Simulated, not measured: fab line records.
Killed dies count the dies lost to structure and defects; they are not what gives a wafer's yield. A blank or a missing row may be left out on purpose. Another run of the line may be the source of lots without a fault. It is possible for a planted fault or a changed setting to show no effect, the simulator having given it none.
Struck lot and sound lot, side by side ; flow n5 finfet ; 41 out of 1938 route steps
Sound: the wafers L388.2, L388.3, L388.6. Struck: wafer L376.6. (L376.2, L376.5 of the same lot were not struck and are left out.) The cause comes at the end.
Each step with rows lists, per side, the tool, then ch with its chambers, then its first start. Under that, the readings that differ: sound wafers ; struck wafers ; difference of the means ; sigmas: that difference in standard deviations of wafers without a fault.
alike: words and numbers the same on both sides, and readings whose means are apart by under 2 such deviations; not compared: readings that were withheld, readings missing a value for some wafer, numbers with overlapping values and no deviation given by the record, and bounds like >300 which may hide the same value.
The two part at a step that has a row with sigmas, a row that says differs or no value, or rows on one side only. Numbers that don't overlap but have no deviation are shown without sigmas and don't part them. Lack of a reading on every wafer of one side parts them only where that side has two or more wafers.

first, 12 steps without rows for these wafers: N5_SD_EPI_N_STRIP_36 (strips in N2/H2); N5_SD_EPI_N_ETCHBACK_44 (etches SiNx in CH3F/O2, stops on SiO2, target depth 14.5 nm); N5_SD_EPI_N_ETCH_45 (etches SiOCN in CH3F/O2, target depth 6 nm); N5_SD_EPI_N_ETCH_16 (etches SiO2 in CHF3/O2, target depth 5 nm); N5_SD_EPI_N_STRIP_47 (strips in CHF3/O2); N5_SD_EPI_N_SD_RECESS_17 (chemistry HBr/Cl2/O2, target depth 41 nm, time 23.7 s, bt time 3 s); N5_SD_EPI_N_STRIP_38 (strips in N2/H2); N5_SD_EPI_N_WET_ETCH_43 (etches SiO2 in dHF, time 14 s, target depth 1.5 nm); N5_SD_EPI_N_STRIP_18 (strips in SPM, time 750 s); N5_SD_EPI_N_SRD_20 (time 30 s); N5_SD_EPI_N_PRECLEAN_48 (cleans in NF3:NH3, afs cycles 2, time 20 s, sublimation time 60 s); N5_SD_EPI_N_VAPOR_ETCH_50 (etches Si in HCl, time 54 s).
N5_SD_EPI_N_EPI_21: deposits Si:P, time 690 s.
  sound on epi rpcvd-02 ch 0, day 10 00:59; struck on epi rpcvd-04 ch 0, day 5 05:48
reading;sound;struck;difference;sigmas
epi growth time s (s);690 690 690;504.57;-185.43;
model.Si-P_of_SD_EPI_N_EPI_21.thk nm (nm);58.8 58.4 59.2;46.8;-12.0;
N5_SD_EPI_N_EPI_MEAS_23:
  struck on film metro-02, day 5 07:14; sound on film metro-02, day 10 02:53
reading;sound;struck;difference;sigmas
thk nm (nm);58.7 58.4 60.0;48.2;-10.8;-10
then, 24 steps without rows for these wafers: N5_SD_EPI_N_PRECLEAN_24 (cleans in O3/DIW, time 60 s); N5_SD_EPI_N_SRD_25 (time 30 s); N5_SD_EPI_N_PRECLEAN_49 (cleans in NF3:NH3, afs cycles 1, time 20 s, sublimation time 60 s); N5_SD_EPI_N_LINER_46 (material SiNx, target thk 3 nm); N5_SD_EPI_P_COAT_34 (time 60 s, resist thk 350 nm); N5_SD_EPI_P_COAT_35 (time 60 s, resist thk 35 nm); N5_SD_EPI_P_COAT_03 (resist thk 150 nm); N5_SD_EPI_P_EBR_05; N5_SD_EPI_P_SOFTBAKE_04 (time 60 s); N5_SD_EPI_P_EXPOSE_06 (exposes mask SD P BLK, target cd 240 nm); N5_SD_EPI_P_PEB_07 (peb time 60 s); N5_SD_EPI_P_DEVELOP_08 (develop time 30 s); N5_SD_EPI_P_DESCUM_14 (chemistry O2, time 7.9 s); N5_SD_EPI_P_ETCH_36 (etches SiARC in CF4, target depth 45.5 nm, time 75.8 s); N5_SD_EPI_P_ETCH_37 (etches SOC in N2/H2, overetch 108 nm, time 486 s); N5_SD_EPI_P_STRIP_38 (strips in N2/H2); N5_SD_EPI_P_ETCHBACK_46 (etches SiNx in CH3F/O2, stops on SiO2, target depth 17.5 nm); N5_SD_EPI_P_ETCH_47 (etches SiOCN in CH3F/O2, target depth 25 nm); N5_SD_EPI_P_ETCH_16 (etches SiO2 in CHF3/O2, target depth 5 nm); N5_SD_EPI_P_STRIP_50 (strips in CHF3/O2); N5_SD_EPI_P_SD_RECESS_17 (chemistry HBr/Cl2/O2, target depth 39.1 nm, bt time 3 s); N5_SD_EPI_P_WET_ETCH_45 (etches SiO2 in dHF, time 10.7 s, target depth 2 nm, rinse time 30 s); N5_SD_EPI_P_STRIP_40 (strips in N2/H2); N5_SD_EPI_P_PRECLEAN_52 (cleans in O3/DIW, time 60 s).
N5_SD_ACTIVATION_RS_MEAS_03: uses a four-point probe to measure.
  struck on film metro-01, day 5 12:19; sound on film metro-02, day 10 10:04
reading;sound;struck;difference;sigmas
RS_SD_N (ohm/sq);21.83 22.17 22.02;27.85;+5.84;+21
RS_SD_P (ohm/sq);56.0 55.0 55.1;56.9;+1.5;+2
N5_MOL_CONTACT_COAG_ETCH_15: etches SiNx in CH3F/O2, stops on Si:P, target depth 7 nm.
  sound on rie diel-04 ch 0,3, day 11 18:26; struck on rie diel-06 ch 3, day 6 17:51
reading;sound;struck;difference;sigmas
model.Si-P_of_SD_EPI_N_EPI_21.thk nm (nm);58 57.6 58.4;46.2;-11.8;
  alike: drypump motor current A, oes product au, rf vpp V, showerhead plenum p Torr, throttle valve pct
  not compared: rf hours counter h
-- record jumps: 5 days separate the struck wafers' starts on either side; left off in module MOL_CONTACT_COAG, taken up again in module BEOL_M4, whose first shown step is the route's number 1111 --
N5_BEOL_M4_RC_MEAS_101:
  sound on prober-01 ch 0, day 16 04:41; struck on prober-02 ch 0, day 11 17:29
reading;sound;struck;difference;sigmas
ION_N (uA/um);679 666 680;658;-17;-2
REXT_N (ohm.um);74.4 76.2 74.8;84.2;+9.1;+6
RS_SD_N (ohm/sq);28.2 28.6 28.1;35.4;+7.1;+20
  alike: DIBL_N, DIBL_P, IOFF_N, IOFF_P, ION_P, SS_N, SS_P, VT_N, VT_P

## WHERE THEY PART
First at N5_SD_EPI_N_EPI_MEAS_23; last, within this record, at N5_BEOL_M4_RC_MEAS_101.

WHY: the cause the simulator had injected
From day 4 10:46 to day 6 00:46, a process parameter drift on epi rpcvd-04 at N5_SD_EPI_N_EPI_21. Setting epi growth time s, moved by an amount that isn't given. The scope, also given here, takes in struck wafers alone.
